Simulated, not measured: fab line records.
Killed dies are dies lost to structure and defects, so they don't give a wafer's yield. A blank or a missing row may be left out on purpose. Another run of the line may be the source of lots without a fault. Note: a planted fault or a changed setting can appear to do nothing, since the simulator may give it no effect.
fab line records	flow n5-finfet
record lots=9	wafers=27	last-day=18
route steps=1938 shown BEOL_M0_CUTY@709 BEOL_M0@726 BEOL_M4@1111 PASSIVATION@1936
lots that met no fault: taken from a fault-free run of the same line
start-h: hours from the record's opening day to when the first of the lot's shown wafers began	wait-h: how many hours have passed since the lot's step before this one	" as in the row above	L1.1+2: a row that stands for several wafers	- either no value or no given start	* or withheld: withheld	< > ~ a bound
route shown NAME@n: NAME is a module with steps in the file, n the number in the route of the first one	usual: mean/standard deviation of fault-free wafers	same: alike in all rows	chamber/n: place in a boat	sites: readings site by site	_std_site: their standard deviation	_edge_site: inner sites' mean taken away from outer sites' mean	radius-mm: for every site, how far away it sits from the centre of the wafer	mask NAME#n: copy n	behind: tool/chamber where the wafer was last shaped	hold: why the lot was held/for how many hours/how that ended	device: the n, p or np transistor that did not switch	end of line: tests of these same wafers at the route's end	a step with no rows: only its recipe	killed: count of dies lost to structure and defects at first sort (not the wafer's yield)	map: shows each die of a wafer: x if killed, . if not, _ if none is there
set.NAME: the setting that was run; set.NAME@STEP: the one run at that earlier step	model.NAME: the simulator's own value behind a step, which no gauge read
steps of the route over a sample of lots; a table a step, a row a wafer
services: the hour from which a tool's chamber was out of use, counted from the record's first day as start-h (under 0 if before that day), plus the number of hours and why
## steps
# step N5_BEOL_M0_CUTY_OVL_MEAS_58
# recipe points-per-wafer=44
# usual M0_ABLK_OVL=0.6/0.73
lot.wafer	tool	chamber	start-h	wait-h	M0_ABLK_OVL[nm]
L843.2	overlay-01	0	131.69	0.0	1.0
L843.3	"	0	"	"	1.2
L843.5	"	0	"	"	0.7
L849.3	overlay-02	0	161.88	0.0	0.6
L849.5	"	0	"	"	-0.1
L849.6	"	0	"	"	1.6
L850.2	overlay-02	0	170.34	0.0	1.6
L850.4	"	0	"	"	1.2
L850.6	"	0	"	"	1.1
L853.2	overlay-01	0	190.12	0.0	-0.7
L853.5	"	0	"	"	0.8
L853.6	"	0	"	"	0.1
L854.1	overlay-01	0	196.80	0.0	0.4
L854.2	"	0	"	"	1.3
L854.6	"	0	"	"	0.7
L858.1	overlay-02	0	219.49	0.0	1.7
L858.2	"	0	"	"	2.6
L858.4	"	0	"	"	1.0
L859.3	overlay-02	0	221.74	0.0	0.8
L859.5	"	0	"	"	0.0
L859.6	"	0	"	"	0.0
L863.2	overlay-01	0	247.32	0.0	0.9
L863.3	"	0	"	"	0.5
L863.4	"	0	"	"	0.9
L864.2	overlay-02	0	249.97	0.0	-1.0
L864.4	"	0	"	"	-0.7
L864.5	"	0	"	"	0.8
# step N5_BEOL_M0_ETCH_109
# recipe chemistry=CH3F/O2	target-depth-a=80	overetch-a=24	target=SiCN	time-s=27.4	ion-energy-ev=120	pressure-mtorr=30	source-w=395	bias-w=75	Ar_flow_sccm=150	CH3F_flow_sccm=30	O2_flow_sccm=20
# usual bias-w=74.99/0.22	chamber-pressure-mTorr=30.00/0.033	drypump-motor-current-A=5.8/0.45	oes-product-au=0.70/0.063	rf-fwd-power-W=392.3/1.4	rf-vpp-V=297.0/1.6	showerhead-plenum-p-Torr=1.99/0.071	throttle-valve-pct=16.26/0.19
lot.wafer	tool	chamber	start-h	wait-h	bias-w	chamber-pressure-mTorr	drypump-motor-current-A	oes-product-au	rf-fwd-power-W	rf-hours-counter-h	rf-vpp-V	showerhead-plenum-p-Torr	throttle-valve-pct
L843.2	rie-diel-06	2	137.92	0.1	75.04	30.01	5.8	0.59	394.5	249	297.0	1.97	16.48
L843.3	"	0	"	"	74.95	29.98	5.3	0.73	391.9	66	301.0	2.12	16.36
L843.5	"	2	"	"	74.93	30.05	5.7	0.60	394.4	-	295.7	1.97	16.48
L849.3	rie-diel-06	2	164.50	0.7	74.70	29.92	5.8	0.80	393.0	4	296.2	1.97	16.04
L849.5	"	0	"	"	75.00	30.02	5.3	0.72	391.1	-	298.1	2.12	16.41
L849.6	"	1	"	"	74.92	29.93	6.0	0.63	391.2	-	295.5	1.91	16.26
L850.2	rie-diel-06	1	173.13	0.0	48.10	29.98	6.0	0.62	392.6	195	223.4	1.91	16.28
L850.4	"	0	"	"	74.97	29.99	5.3	0.72	391.5	-	298.8	2.12	16.41
L850.6	"	1	"	"	47.98	29.99	6.0	0.62	391.7	-	223.3	1.91	16.28
L853.2	rie-diel-06	1	193.18	0.1	48.04	29.99	6.0	0.61	390.8	202	224.1	1.90	16.29
L853.5	"	1	"	"	47.97	29.99	6.0	0.61	390.6	-	222.2	1.90	16.31
L853.6	"	0	"	"	75.04	30.01	5.3	0.71	392.6	-	299.8	2.11	16.42
L854.1	rie-diel-06	1	199.04	0.0	47.89	30.07	6.0	0.62	391.6	204	222.0	1.90	16.30
L854.2	"	3	"	"	75.08	29.98	5.4	0.72	391.6	48	297.2	1.96	15.90
L854.6	"	0	"	"	75.39	30.00	5.3	0.72	392.3	-	299.3	2.11	16.42
L858.1	rie-diel-05	3	221.78	0.0	75.17	30.03	6.6	0.64	394.3	165	297.8	2.00	16.43
L858.2	"	1	"	"	75.20	29.98	5.9	0.73	388.0	64	296.1	1.94	16.27
L858.4	"	2	"	"	75.04	30.03	5.1	0.77	395.0	25	295.9	1.96	15.96
L859.3	rie-diel-05	1	226.56	0.2	75.35	29.99	5.9	0.74	390.8	65	294.5	1.94	16.27
L859.5	"	1	"	"	75.26	30.01	5.9	0.74	391.0	-	296.0	1.94	16.28
L859.6	"	2	"	"	75.16	30.05	5.1	0.77	394.9	-	294.8	1.96	15.97
L863.2	rie-diel-05	2	249.27	0.0	75.15	29.95	5.1	0.76	392.2	33	298.1	1.95	16.00
L863.3	"	1	"	"	75.10	29.99	5.9	0.72	392.9	72	295.4	1.94	16.29
L863.4	"	0	"	"	75.16	30.00	6.1	0.73	392.2	42	295.9	1.95	16.34
L864.2	rie-diel-04	3	253.71	0.4	74.57	29.98	5.9	0.71	393.6	49	299.3	2.03	16.18
L864.4	"	2	"	"	75.24	29.99	5.5	0.60	392.4	-	297.0	1.99	16.68
L864.5	"	3	"	"	74.99	30.00	5.9	0.72	392.8	-	298.3	2.03	16.17
# step N5_BEOL_M0_PRE_CLEAN_113
# recipe gas=H2/He	time-s=30	temp-c=250
# usual heater-power-w=347/22	susceptor-temp-C=249.97/0.18
lot.wafer	tool	chamber	start-h	wait-h	heater-power-w	susceptor-temp-C
L843.2	pvd-sputter-02	-	138.38	0.0	380	249.93
L843.3	"	-	"	"	355	250.07
L843.5	"	-	"	"	342	249.97
L849.3	pvd-sputter-03	-	166.50	0.0	342	249.86
L849.5	"	-	"	"	379	249.85
L849.6	"	-	"	"	363	250.15
L850.2	pvd-sputter-02	-	173.63	0.0	359	249.96
L850.4	"	-	"	"	344	249.85
L850.6	"	-	"	"	378	249.60
L853.2	pvd-sputter-01	-	193.66	0.0	354	249.98
L853.5	"	-	"	"	315	249.97
L853.6	"	-	"	"	328	249.96
L854.1	pvd-sputter-02	-	200.14	0.0	314	250.20
L854.2	"	-	"	"	339	250.01
L854.6	"	-	"	"	370	249.96
L858.1	pvd-sputter-03	-	222.48	0.0	370	249.57
L858.2	"	-	"	"	378	250.21
L858.4	"	-	"	"	341	250.17
L859.3	pvd-sputter-03	-	227.55	0.0	364	250.07
L859.5	"	-	"	"	333	249.90
L859.6	"	-	"	"	323	249.94
L863.2	pvd-sputter-02	-	249.82	0.0	319	250.00
L863.3	"	-	"	"	368	250.01
L863.4	"	-	"	"	347	250.14
L864.2	pvd-sputter-02	-	255.31	0.0	349	249.91
L864.4	"	-	"	"	356	250.08
L864.5	"	-	"	"	325	250.01
# step N5_BEOL_M0_SPUTTER_116
# recipe material=Cu	target-thk-a=40	temp-c=-20	chamber-pressure-pa=0.07	power-w=withheld	time-s=7.37
# usual susceptor-temp-C=-19.98/0.1	throttle-valve-pct=30.0/1.2
lot.wafer	tool	chamber	start-h	wait-h	susceptor-temp-C	throttle-valve-pct
L843.2	pvd-sputter-02	-	138.97	0.1	-19.96	28.6
L843.3	"	-	"	"	-19.90	32.8
L843.5	"	-	"	"	-20.11	32.7
L849.3	pvd-sputter-03	-	167.14	0.1	-19.85	29.9
L849.5	"	-	"	"	-19.91	31.2
L849.6	"	-	"	"	-19.81	30.2
L850.2	pvd-sputter-03	-	174.49	0.2	-19.95	31.2
L850.4	"	-	"	"	-19.96	29.0
L850.6	"	-	"	"	-19.82	30.1
L853.2	pvd-sputter-03	-	194.76	0.1	-20.10	31.0
L853.5	"	-	"	"	-20.01	31.2
L853.6	"	-	"	"	-19.95	30.3
L854.1	pvd-sputter-03	-	200.74	0.1	-19.97	30.2
L854.2	"	-	"	"	-20.10	30.8
L854.6	"	-	"	"	-19.91	31.2
L858.1	pvd-sputter-01	-	223.22	0.1	-20.04	29.1
L858.2	"	-	"	"	-19.88	29.3
L858.4	"	-	"	"	-20.03	29.9
L859.3	pvd-sputter-02	-	228.01	0.1	-19.97	28.8
L859.5	"	-	"	"	-20.05	28.3
L859.6	"	-	"	"	-19.89	31.0
L863.2	pvd-sputter-03	-	251.85	1.1	-19.99	29.2
L863.3	"	-	"	"	-20.07	31.0
L863.4	"	-	"	"	-19.89	30.0
L864.2	pvd-sputter-03	-	255.91	0.1	-19.90	29.2
L864.4	"	-	"	"	-20.09	31.1
L864.5	"	-	"	"	-19.96	30.2
# step N5_BEOL_M4_RC_MEAS_101
# usual DIBL_N=35.8/1.5	DIBL_P=35.8/1.7	IOFF_N=0.151/0.022	IOFF_P=0.204/0.027	ION_N=673/8.6	ION_P=462/5.4	SS_N=71.4/0.54	SS_P=73.3/0.56	VT_N=250.5/2.6	VT_P=-251/3.1
lot.wafer	tool	chamber	start-h	wait-h	DIBL_N[mV/V]	DIBL_P[mV/V]	IOFF_N[nA/um]	IOFF_P[nA/um]	ION_N[uA/um]	ION_P[uA/um]	SS_N[mV/dec]	SS_P[mV/dec]	VT_N[mV]	VT_P[mV]
L843.2	prober-02	0	200.02	0.2	36.6	38.6	0.191	0.231	677	460	72.1	73.5	248.0	-251
L843.3	"	0	"	"	37.6	39.3	0.206	0.252	685	470	72.5	74.6	244.0	-247
L843.5	"	0	"	"	36.5	38.5	0.187	0.234	674	464	72.7	74.6	248.2	-247
L849.3	prober-02	0	226.93	0.3	36.0	36.8	0.169	0.232	680	460	71.8	73.4	247.9	-249
L849.5	"	0	"	"	35.8	36.5	0.161	0.217	669	464	71.2	73.5	250.9	-248
L849.6	"	0	"	"	35.5	35.6	0.147	0.207	668	462	70.6	73.5	250.3	-249
L850.2	prober-01	0	231.41	0.2	36.2	36.6	0.162	0.206	677	460	72.1	73.0	248.5	-249
L850.4	"	0	"	"	35.1	35.4	0.136	0.191	669	462	72.1	72.4	253.7	-251
L850.6	"	0	"	"	36.1	35.4	0.149	0.187	672	457	71.4	73.0	251.0	-253
L853.2	prober-01	0	253.96	0.2	37.6	36.1	0.164	0.219	681	467	72.0	74.4	250.7	-251
L853.5	"	0	"	"	38.2	36.5	0.172	0.221	681	459	71.8	73.3	251.0	-250
L853.6	"	0	"	"	38.0	36.5	0.171	0.224	679	469	72.0	74.4	251.4	-250
L854.1	prober-01	0	259.65	0.0	35.1	37.4	0.143	0.196	683	462	71.1	73.2	252.7	-252
L854.2	"	0	"	"	34.0	34.9	0.126	0.170	676	459	70.4	72.8	253.2	-252
L854.6	"	0	"	"	32.9	33.9	0.111	0.147	661	458	70.1	72.5	255.1	-256
L858.1	prober-01	0	277.76	0.0	35.9	34.7	0.143	0.183	681	462	71.0	73.4	251.3	-252
L858.2	"	0	"	"	35.9	34.7	0.135	0.176	662	454	71.6	72.7	252.8	-254
L858.4	"	0	"	"	35.1	34.3	0.128	0.175	663	456	71.0	73.2	253.3	-253
L859.3	prober-02	0	294.14	0.3	34.0	35.5	0.165	0.218	681	469	71.8	73.3	251.1	-248
L859.5	"	0	"	"	33.1	34.0	0.133	0.186	673	463	71.9	73.2	253.3	-255
L859.6	"	0	"	"	32.6	32.9	0.132	0.181	668	462	71.5	72.8	251.0	-252
L863.2	prober-02	0	304.03	0.2	35.6	34.9	0.128	0.158	664	450	71.2	72.5	251.8	-256
L863.3	"	0	"	"	36.6	36.5	0.145	0.184	664	461	71.8	72.6	250.5	-252
L863.4	"	0	"	"	36.2	35.5	0.137	0.164	670	460	70.7	73.4	250.4	-254
L864.2	prober-01	0	320.38	0.2	35.3	34.7	0.133	0.178	662	455	70.6	72.8	254.3	-255
L864.4	"	0	"	"	36.9	36.3	0.159	0.211	670	460	71.9	74.2	251.2	-252
L864.5	"	0	"	"	35.5	35.1	0.136	0.187	660	458	71.2	72.3	253.6	-252
# step N5_PASSIVATION_PROBE_49
# usual defect-limited-yield=91.3/1.4	killed_at_M0_to_M3=33/10	killed_at_M4_up=15/6.1	killed-at-contacts=12/6.7	killed-at-front-end=39/11	killed-at-other=4/3.3	killed-dies=103/16	killed-on-rim=14/4	killed-open=68/12	killed-short=34/7.2	sort_bin_5_function=5.1/0.88	sort_bin_6_memory=3.3/0.67	sort-n-pass=1077/16	sort-yield-pct=91.3/1.4
# same gross-dies=1180	killed-at-back-side=0	sort_bin_4_leakage[%]=0	sort_bin_8_speed[%]=0
lot.wafer	tool	chamber	start-h	wait-h	defect-limited-yield[%]	killed_at_M0_to_M3	killed_at_M4_up	killed-at-contacts	killed-at-front-end	killed-at-other	killed-dies	killed-on-rim	killed-open	killed-short	sort_bin_5_function[%]	sort_bin_6_memory[%]	sort-n-pass	sort-yield-pct[%]
L843.2	prober-02	-	309.95	0.1	92.5	32	15	13	26	2	88	7	60	23	4.5	2.7	1092	92.5
L843.3	prober-02	-	310.00	0.1	93.1	28	8	13	29	3	81	4	54	26	4.2	2.6	1099	93.1
L843.5	prober-02	-	310.10	0.2	89.8	53	11	11	40	5	120	20	77	41	5.8	3.9	1060	89.8
L849.3	prober-02	-	321.52	0.1	90.2	37	12	12	55	0	116	20	73	41	6.0	3.5	1064	90.2
L849.5	prober-02	-	321.62	0.2	91.4	25	10	11	50	5	101	7	58	40	5.0	3.3	1079	91.4
L849.6	prober-02	-	321.67	0.3	91.4	23	9	9	60	1	102	10	59	40	4.7	3.4	1078	91.4
L850.2	prober-02	-	332.28	0.1	90.6	28	8	22	48	5	111	19	68	40	5.7	3.5	1069	90.6
L850.4	prober-02	-	332.38	0.2	91.1	52	8	16	26	3	105	8	59	45	5.0	3.5	1075	91.1
L850.6	prober-02	-	332.48	0.3	90.0	60	12	20	21	5	118	13	79	37	5.8	4.1	1062	90.0
L853.2	prober-02	-	347.64	0.1	90.3	18	16	12	58	10	114	10	82	29	5.3	3.5	1066	90.3
L853.5	prober-02	-	347.79	0.2	90.5	33	8	37	27	7	112	10	79	33	6.0	3.4	1068	90.5
L853.6	prober-02	-	347.84	0.3	89.1	43	10	37	34	5	129	16	83	45	6.7	4.0	1051	89.1
L854.1	prober-01	-	359.65	0.0	92.5	40	10	9	26	3	88	18	56	18	4.8	2.2	1092	92.5
L854.2	prober-01	-	359.70	0.1	92.8	25	24	11	24	1	85	6	56	27	4.3	2.7	1095	92.8
L854.6	prober-01	-	359.90	0.3	91.4	39	5	6	51	1	102	15	66	32	5.5	2.9	1078	91.4
L858.1	prober-02	-	389.63	0.0	93.1	35	11	8	24	4	82	9	49	32	3.2	3.5	1098	93.1
L858.2	prober-02	-	389.68	0.1	93.1	29	10	7	30	5	81	12	60	21	4.3	2.5	1099	93.1
L858.4	prober-02	-	389.78	0.2	92.7	40	7	8	30	1	86	12	55	31	4.7	2.3	1094	92.7
L859.3	prober-02	-	402.31	0.1	89.8	47	16	10	46	1	120	20	87	33	5.2	4.7	1060	89.8
L859.5	prober-02	-	402.41	0.2	87.8	54	17	17	45	11	144	14	90	54	6.7	5.0	1036	87.8
L859.6	prober-02	-	402.46	0.3	87.7	65	19	12	35	14	145	21	96	48	6.8	5.1	1035	87.7
L863.2	prober-01	-	405.04	0.1	91.7	22	19	15	29	13	98	13	66	32	4.7	3.2	1082	91.7
L863.3	prober-01	-	405.09	0.1	87.7	59	25	19	28	14	145	24	99	46	7.8	4.1	1035	87.7
L863.4	prober-01	-	405.14	0.2	90.7	39	19	14	25	13	110	16	74	36	5.4	3.5	1070	90.7
L864.2	prober-02	-	428.21	0.1	92.7	16	28	10	31	1	86	15	55	30	5.1	2.1	1094	92.7
L864.4	prober-02	-	428.31	0.2	91.0	20	15	11	53	7	106	21	73	33	5.6	3.1	1074	91.0
L864.5	prober-02	-	428.36	0.2	93.1	20	28	7	23	3	81	14	48	30	4.2	2.4	1099	93.1
# killed by level:class
L843.2 MOL_CONTACT_COAG:geometric-particle:open=9 BEOL_M3:geometric-particle:open=8 DUMMY_GATE:geometric-particle:open=7 BEOL_M1:geometric-particle:open=7 FIN_SAQP:geometric-particle:short=5 BEOL_M0:geometric-particle:open=5 FIN_SAQP:geometric-particle:open=4 MOL_CONTACT_COAG:geometric-particle:short=4
L843.3 BEOL_M2:geometric-particle:open=10 MOL_CONTACT_COAG:geometric-particle:open=7 BEOL_M0:geometric-particle:open=7 MOL_CONTACT_COAG:geometric-particle:short=6 STARTING-WAFER:geometric-particle:open=6 FIN_SAQP:geometric-particle:short=4 STI_FIN_REVEAL:geometric-particle:open=4 BEOL_M3:geometric-particle:open=4
L843.5 BEOL_M0_SAQP:geometric-particle:open=19 BEOL_M0_SAQP:geometric-particle:short=11 STI_FIN_REVEAL:geometric-particle:open=10 MOL_CONTACT_COAG:geometric-particle:open=8 FIN_SAQP:geometric-particle:short=7 BEOL_M1:geometric-particle:open=7 BEOL_M3:geometric-particle:open=7 STI_FIN_REVEAL:geometric-particle:short=5
L849.3 STI_FIN_REVEAL:geometric-particle:open=19 FIN_SAQP:geometric-particle:open=9 MOL_CONTACT_COAG:geometric-particle:open=9 BEOL_M0_SAQP:geometric-particle:short=9 BEOL_M0_SAQP:geometric-particle:open=7 STI_FIN_REVEAL:geometric-particle:short=6 GATE_CUT:geometric-particle:open=6 GATE_CUT:geometric-particle:short=4
L849.5 FIN_SAQP:geometric-particle:short=9 MOL_CONTACT_COAG:geometric-particle:open=9 STI_FIN_REVEAL:geometric-particle:open=7 DUMMY_GATE:geometric-particle:open=6 GATE_CUT:geometric-particle:open=6 BEOL_M0_SAQP:geometric-particle:open=6 BEOL_M0_SAQP:geometric-particle:short=6 BEOL_M4:geometric-particle:open=6
L849.6 STI_FIN_REVEAL:geometric-particle:open=17 GATE_CUT:geometric-particle:short=13 FIN_SAQP:geometric-particle:open=7 MOL_CONTACT_COAG:geometric-particle:open=7 BEOL_M3:geometric-particle:open=7 FIN_SAQP:geometric-particle:short=6 STI_FIN_REVEAL:geometric-particle:short=4 DUMMY_GATE:geometric-particle:open=4
L850.2 MOL_CONTACT_COAG:geometric-particle:open=14 FIN_SAQP:geometric-particle:open=11 DUMMY_GATE:geometric-particle:open=9 MOL_CONTACT_COAG:geometric-particle:short=8 STARTING-WAFER:geometric-particle:short=7 BEOL_M0_SAQP:geometric-particle:short=7 BEOL_M0_SAQP:geometric-particle:open=6 GATE_CUT:geometric-particle:short=5
L850.4 BEOL_M0_SAQP:geometric-particle:open=15 BEOL_M0_SAQP:geometric-particle:short=14 BEOL_M3:geometric-particle:open=10 MOL_CONTACT_COAG:geometric-particle:open=9 MOL_CONTACT_COAG:geometric-particle:short=7 FIN_SAQP:geometric-particle:short=5 DUMMY_GATE:geometric-particle:open=5 STARTING-WAFER:geometric-particle:short=5
L850.6 BEOL_M0_SAQP:geometric-particle:short=18 MOL_CONTACT_COAG:geometric-particle:open=17 BEOL_M0_SAQP:geometric-particle:open=17 BEOL_M3:geometric-particle:open=9 BEOL_M0:geometric-particle:open=8 DUMMY_GATE:geometric-particle:open=5 STI_FIN_REVEAL:geometric-particle:open=4 BEOL_M4:geometric-particle:open=4
L853.2 FIN_SAQP:geometric-particle:open=20 FIN_SAQP:geometric-particle:short=11 MOL_CONTACT_COAG:geometric-particle:open=9 BEOL_M2:geometric-particle:open=9 BEOL_M4:geometric-particle:open=6 BEOL_M5:geometric-particle:open=6 STI_FIN_REVEAL:geometric-particle:open=5 STARTING-WAFER:geometric-particle:open=4
L853.5 MOL_CONTACT_COAG:geometric-particle:open=25 MOL_CONTACT_COAG:geometric-particle:short=12 BEOL_M3:geometric-particle:open=10 STI_FIN_REVEAL:geometric-particle:open=6 FIN_SAQP:geometric-particle:open=5 BEOL_M2:geometric-particle:open=5 BEOL_M0_SAQP:geometric-particle:short=5 BEOL_M0:geometric-particle:open=5
L853.6 MOL_CONTACT_COAG:geometric-particle:open=28 BEOL_M0_SAQP:geometric-particle:short=13 BEOL_M2:geometric-particle:open=12 MOL_CONTACT_COAG:geometric-particle:short=9 FIN_SAQP:geometric-particle:open=8 BEOL_M0_SAQP:geometric-particle:open=8 BEOL_M4:geometric-particle:open=6 FIN_SAQP:geometric-particle:short=5
L854.1 BEOL_M0_SAQP:geometric-particle:open=8 BEOL_M3:geometric-particle:open=8 BEOL_M0:area-etch=8 MOL_CONTACT_COAG:geometric-particle:open=7 STI_FIN_REVEAL:geometric-particle:open=6 FIN_SAQP:geometric-particle:open=5 BEOL_M0_SAQP:geometric-particle:short=5 BEOL_M2:geometric-particle:open=5
L854.2 STI_FIN_REVEAL:geometric-particle:open=12 BEOL_M4:geometric-particle:open=11 MOL_CONTACT_COAG:geometric-particle:open=8 BEOL_M0_SAQP:geometric-particle:short=7 BEOL_M6:geometric-particle:open=6 BEOL_M0_SAQP:geometric-particle:open=5 STI_FIN_REVEAL:geometric-particle:short=4 BEOL_M2:geometric-particle:open=4
L854.6 STI_FIN_REVEAL:geometric-particle:open=20 BEOL_M0_SAQP:geometric-particle:open=12 BEOL_M0_SAQP:geometric-particle:short=11 BEOL_M3:geometric-particle:open=9 STI_FIN_REVEAL:geometric-particle:short=5 FIN_SAQP:geometric-particle:open=4 FIN_SAQP:geometric-particle:short=4 MOL_CONTACT_COAG:geometric-particle:open=4
L858.1 BEOL_M0_SAQP:geometric-particle:short=11 BEOL_M1:geometric-particle:open=9 STI_FIN_REVEAL:geometric-particle:open=8 BEOL_M0_SAQP:geometric-particle:open=8 FIN_SAQP:geometric-particle:short=7 MOL_CONTACT_COAG:geometric-particle:open=6 BEOL_M4:geometric-particle:open=3 STI_FIN_REVEAL:geometric-particle:short=2
L858.2 FIN_SAQP:geometric-particle:open=11 BEOL_M0_SAQP:geometric-particle:open=9 MOL_CONTACT_COAG:geometric-particle:open=6 BEOL_M0_SAQP:geometric-particle:short=6 BEOL_M4:geometric-particle:open=6 FIN_SAQP:geometric-particle:short=5 BEOL_M3:geometric-particle:open=5 STI_FIN_REVEAL:geometric-particle:open=4
L858.4 BEOL_M0_SAQP:geometric-particle:open=12 BEOL_M3:geometric-particle:open=11 FIN_SAQP:geometric-particle:short=8 MOL_CONTACT_COAG:geometric-particle:open=6 BEOL_M0_SAQP:geometric-particle:short=6 STI_FIN_REVEAL:geometric-particle:open=5 STARTING-WAFER:geometric-particle:open=5 FIN_SAQP:geometric-particle:open=4
L859.3 BEOL_M0_SAQP:geometric-particle:open=15 STI_FIN_REVEAL:geometric-particle:open=13 FIN_SAQP:geometric-particle:short=10 FIN_SAQP:geometric-particle:open=10 BEOL_M3:geometric-particle:open=10 BEOL_M0_SAQP:geometric-particle:short=9 MOL_CONTACT_COAG:geometric-particle:open=8 BEOL_M1:geometric-particle:open=8
L859.5 FIN_SAQP:geometric-particle:short=14 BEOL_M0_SAQP:geometric-particle:short=14 FIN_SAQP:geometric-particle:open=12 BEOL_M3:geometric-particle:open=12 MOL_CONTACT_COAG:geometric-particle:open=12 BEOL_M0_SAQP:geometric-particle:open=10 BEOL_M2:geometric-particle:open=9 MOL_CONTACT_COAG:geometric-particle:short=5
L859.6 BEOL_M0_SAQP:geometric-particle:short=19 BEOL_M0_SAQP:geometric-particle:open=19 BEOL_M3:geometric-particle:open=12 MOL_CONTACT_COAG:geometric-particle:open=11 FIN_SAQP:geometric-particle:open=10 STI_FIN_REVEAL:geometric-particle:open=8 BEOL_M4:geometric-particle:open=7 BEOL_M2:geometric-particle:open=6
L863.2 BEOL_M4:geometric-particle:open=13 MOL_CONTACT_COAG:geometric-particle:open=12 STI_FIN_REVEAL:geometric-particle:open=8 FIN_SAQP:geometric-particle:short=7 BEOL_M0_SAQP:geometric-particle:open=5 DUMMY_GATE:geometric-particle:open=4 BEOL_M2:geometric-particle:open=4 BEOL_M3:geometric-particle:open=4
L863.3 BEOL_M0_SAQP:geometric-particle:short=17 BEOL_M0_SAQP:geometric-particle:open=16 MOL_CONTACT_COAG:geometric-particle:open=15 BEOL_M4:geometric-particle:open=15 BEOL_M2:geometric-particle:open=13 BEOL_M3:geometric-particle:open=7 STI_FIN_REVEAL:geometric-particle:open=6 PAD_METAL:geometric-particle:short=6
L863.4 BEOL_M0_SAQP:geometric-particle:open=14 BEOL_M0_SAQP:geometric-particle:short=12 MOL_CONTACT_COAG:geometric-particle:open=10 FIN_SAQP:geometric-particle:open=9 BEOL_M4:geometric-particle:open=9 PASS1_CAP:geometric-particle:open=6 BEOL_M1:geometric-particle:open=5 STI_FIN_REVEAL:geometric-particle:open=4
L864.2 BEOL_M4:geometric-particle:open=15 MOL_CONTACT_COAG:geometric-particle:open=8 BEOL_M3:geometric-particle:open=5 BEOL_M4:geometric-particle:short=5 STI_FIN_REVEAL:geometric-particle:open=4 ILD0:geometric-particle:short=4 GATE_CUT:geometric-particle:short=4 FIN_SAQP:geometric-particle:open=3
L864.4 BEOL_M1:geometric-particle:open=13 FIN_SAQP:geometric-particle:short=12 FIN_SAQP:geometric-particle:open=9 MOL_CONTACT_COAG:geometric-particle:open=9 STI_FIN_REVEAL:geometric-particle:open=9 BEOL_M4:geometric-particle:open=8 GATE_CUT:geometric-particle:open=5 STARTING-WAFER:geometric-particle:open=5
L864.5 BEOL_M4:geometric-particle:open=11 MOL_CONTACT_COAG:geometric-particle:open=6 BEOL_M0_SAQP:geometric-particle:short=6 BEOL_M1:geometric-particle:short=4 BEOL_M10:geometric-particle:open=4 BEOL_M1:geometric-particle:open=3 BEOL_M7:geometric-particle:open=3 FIN_SAQP:geometric-particle:short=2
## services
tool	chamber	start-h	hours	kind
rie-diel-05	0	117.17	-	clean
rie-diel-05	0	117.17	-	consumable-replace:focus-ring
rie-diel-05	0	117.17	13.4	scheduled-down
rie-diel-05	0	117.17	13.4	vent-cycle
rie-diel-04	0	122.85	9.1	repair
rie-diel-05	2	134.40	-	clean
rie-diel-05	2	134.40	-	consumable-replace:focus-ring
rie-diel-05	2	134.40	17.5	scheduled-down
rie-diel-05	2	134.40	17.5	vent-cycle
rie-diel-04	3	134.61	8.3	repair
rie-diel-06	2	140.26	-	clean
rie-diel-06	2	140.26	-	consumable-replace:focus-ring
rie-diel-06	2	140.26	12.2	scheduled-down
rie-diel-06	2	140.26	12.2	vent-cycle
rie-diel-06	2	170.36	8.9	repair
rie-diel-06	3	172.60	2.8	repair
rie-diel-04	3	224.03	4.5	repair
rie-diel-06	-	225.76	0.7	repair
rie-diel-04	3	235.85	2.8	repair
rie-diel-04	0	247.04	-	clean
rie-diel-04	0	247.04	-	consumable-replace:focus-ring
rie-diel-04	0	247.04	-	consumable-replace:showerhead
rie-diel-04	0	247.04	19.1	scheduled-down
rie-diel-04	0	247.04	19.1	vent-cycle
## key
first-sign step=N5_BEOL_M0_ETCH_109	reading=bias-w	direction=down	sigmas=99+	usual=*	struck=*
effect step=N5_BEOL_M0_ETCH_109	reading=rf-vpp-V	direction=down	sigmas=46	usual=297.0	struck=223.0
met-at N5_BEOL_M0_ETCH_109
struck-lots L850,L853,L854
struck-wafers L850.2,L850.6,L853.2,L853.5,L854.1
not-acting-at N5_BEOL_M0_CUTY_OVL_MEAS_58,N5_BEOL_M0_PRE_CLEAN_113,N5_BEOL_M0_SPUTTER_116
onset-between 164.50 173.13
fault kind=process-parameter-drift	tool=rie-diel-06	chamber=1	onset-h=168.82	steps=N5_BEOL_M0_ETCH_109	channel=bias-w	offset=*	shape=step	end-h=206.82	acts-in=*	stated=*
